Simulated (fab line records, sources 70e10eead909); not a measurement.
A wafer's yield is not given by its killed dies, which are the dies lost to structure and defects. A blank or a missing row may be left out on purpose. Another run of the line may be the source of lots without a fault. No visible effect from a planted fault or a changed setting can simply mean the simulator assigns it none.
Chamber matching	flow nand harc	NHARC_A_M0_PRE_CLEAN_31 on pecvd-01: 3 sister chambers
The step time 12 s. 14 wafers are shown with their chamber, then 7 later ones without.

WAFERS PAIRED WITH THEIR CHAMBERS
wafer	chamber	heater power w (W)
L074.1	1	762
L074.2	2	742
L074.3	0	599
L082.2	2	760
L082.4	0	623
L082.5	1	823
L088.1	2	761
L088.3	1	719
L088.4	2	786
L092.1	0	532
L092.3	2	669
L092.5	2	686
L093.1	2	787
L093.3	1	815

SIGNATURES (means of the wafers above)
reading	chamber 0	chamber 1	chamber 2	scatter within a chamber
heater power w	584.67	779.75	741.57	47.4
Rule: distance of a wafer from a chamber = root of the sum over the readings of ((wafer's reading minus chamber's mean) / reading's scatter) squared. The wafer belongs to the nearest chamber; if the next one is less than 2 further off, it can't be placed. The scatter: take each reading less its chamber's mean, square it, sum over the shown wafers, divide by the number of wafers less the number of chambers, and take the root.

WAFERS WITH NO CHAMBER GIVEN
wafer	heater power w (W)
L093.4	787
L095.2	799
L095.4	512
L095.6	809
L094.1	764
L094.2	795
L094.5	794

WHICH CHAMBER EACH ONE RAN IN
wafer	from the rows above	in truth
L093.4	can't be placed: 1 or 2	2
L095.2	can't be placed: 1 or 2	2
L095.4	0	0
L095.6	can't be placed: 1 or 2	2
L094.1	can't be placed: 1 or 2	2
L094.2	can't be placed: 1 or 2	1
L094.5	can't be placed: 1 or 2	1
1 of 7 placed correctly. Cannot be placed on the basis of these rows: 6; the candidates contain the true chamber in 6. Wrongly placed: 0.
